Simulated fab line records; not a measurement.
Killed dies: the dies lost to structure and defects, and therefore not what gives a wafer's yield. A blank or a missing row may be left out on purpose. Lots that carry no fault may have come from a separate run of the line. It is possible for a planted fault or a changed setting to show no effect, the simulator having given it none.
A struck lot beside a sound one	flow n5Finfet	15 out of 1938 route steps
Sound: these wafers, L606.2, L606.3, L606.5. Struck: wafer L614.4. (L614.1, L614.3 of the same lot were not struck and are left out.) The cause comes at the end.
At each step with rows: each side's tool, then ch and its chambers, then its first start. Under that, the readings that differ: sound wafers	struck wafers	difference of the means	sigmas: that difference in standard deviations of wafers without a fault.
alike: readings whose means differ by less than 2 such deviations, and words and numbers that are the same on both sides. not compared: withheld readings, readings that some wafer has no value for, bounds like >300 that may hide the same value, and numbers for which the record gives no deviation and whose values overlap.
A row with sigmas, a row that says differs or no value, or rows on one side alone: a step with any of these is where the two part. Non-overlapping numbers with no deviation appear without sigmas and do not part them. A reading missing from all wafers of one side parts the sides only when that side holds two or more wafers.

first, 4 steps without rows for these wafers: N5_BEOL_M1_SOFTBAKE_23 (time 60 s); N5_BEOL_M1_EXPOSE_25 (exposes mask V0, defocus 5 nm, target cd 24 nm); N5_BEOL_M1_PEB_26 (peb time 60 s); N5_BEOL_M1_DEVELOP_27 (develop time 30 s).
N5_BEOL_M1_CD_MEAS_28: target cd y 23.3 nm.
  sound on cdSem-02 ch 0, day 6 17:08; struck on cdSem-03 ch 0, day 9 01:02
reading	sound	struck	difference	sigmas
cdNm (nm)	24.24 24.39 24.25	23.65	-0.64	-2
N5_BEOL_M1_OVL_MEAS_29:
  sound on overlay-01 ch 0, day 6 17:10; struck on overlay-02 ch 0, day 9 01:04
  alike: V0_OVL
N5_BEOL_M1_INSPECT_30: inspects for defects (brightfield).
  sound on defectInspect-01 at day 6 17:13; struck on defectInspect-02 at day 9 01:07
  alike: rawDefectCount
N5_BEOL_M1_DESCUM_33: chemistry O2, time 7 s.
  sound on rieDiel-03 ch 0,1, day 6 17:16; struck on rieDiel-04 ch 3, day 9 01:09
  alike: drypumpMotorCurrentA, o2FlowSccm, oesProductAu, rfVppV, showerheadPlenumPTorr, throttleValvePct
  not compared: rfHoursCounterH
N5_BEOL_M1_ETCH_77: etches underlayer in N2/H2, target depth 6.5 nm, time 5.2 s.
  sound on rieDiel-03 ch 0,1, day 6 17:17; struck on rieDiel-04 ch 3, day 9 01:11
  alike: drypumpMotorCurrentA, etchRfOnTimeS, oesProductAu, rfVppV, showerheadPlenumPTorr, throttleValvePct
  not compared: rfHoursCounterH
N5_BEOL_M1_ETCH_69: etches SiARC in CF4, target depth 15.6 nm, time 26 s.
  sound on rieDiel-03 ch 0,1, day 6 17:19; struck on rieDiel-04 ch 3, day 9 01:13
  alike: drypumpMotorCurrentA, etchRfOnTimeS, oesProductAu, rfVppV, showerheadPlenumPTorr, throttleValvePct
  not compared: rfHoursCounterH
N5_BEOL_M1_ALD_98: deposits SiO2, target thk 2.5 nm, pulse time 1 s, co reactant pulse time 1 s.
  sound on aldSin-04 ch 0,1, day 6 17:27; struck on aldSin-01 ch 0, day 9 01:41
  alike: chamberPressureTorr, heaterPowerW, precursorPulseHeightRel
N5_BEOL_M1_ETCHBACK_99: etches SiO2 in CHF3, target depth 5 nm, time 10.4 s.
  sound on rieDiel-04 ch 1,2, day 6 18:59; struck on rieDiel-03 ch 2, day 9 09:50
reading	sound	struck	difference	sigmas
drypumpMotorCurrentA (A)	5.1 4.9 4.9	6.2	+1.2	+2
  alike: oesProductAu, rfVppV, showerheadPlenumPTorr, throttleValvePct
  not compared: rfHoursCounterH
N5_BEOL_M1_ETCH_70: etches SOC in N2/H2, target depth 80 nm, overetch 16 nm, time 120 s.
  sound on rieDiel-04 ch 1,2, day 6 19:01; struck on rieDiel-03 ch 2, day 9 09:53
reading	sound	struck	difference	sigmas
drypumpMotorCurrentA (A)	5.1 5.0 4.9	6.2	+1.2	+2
model.SiARC_of_BEOL_M1_COAT_68.thkNm (nm)	6.4 6.4 6.4	7	+1	
  alike: oesProductAu, rfVppV, showerheadPlenumPTorr, throttleValvePct
  not compared: rfHoursCounterH
then, 1 step without rows for these wafers: N5_BEOL_M1_STRIP_71 (strips in N2/H2).
-- the record jumps here: 2 days lie between the struck wafers' starts before and after (it left off in module BEOL_M1 and takes up again in module BEOL_M4, whose first step shown is number 1111 of the route) --
N5_BEOL_M4_RC_MEAS_101:
  sound on prober-01 ch 0, day 8 13:10; struck on prober-02 ch 0, day 11 12:30
  alike: DIBL_N, DIBL_P, IOFF_N, IOFF_P, ION_N, ION_P, SS_N, SS_P, VT_N, VT_P

WHERE THEY PART
At N5_BEOL_M1_CD_MEAS_28 first; at N5_BEOL_M1_ETCH_70 last (within this record only). Later steps at which nothing parts them and some readings are alike: N5_BEOL_M4_RC_MEAS_101.

WHY: what the simulator had put in
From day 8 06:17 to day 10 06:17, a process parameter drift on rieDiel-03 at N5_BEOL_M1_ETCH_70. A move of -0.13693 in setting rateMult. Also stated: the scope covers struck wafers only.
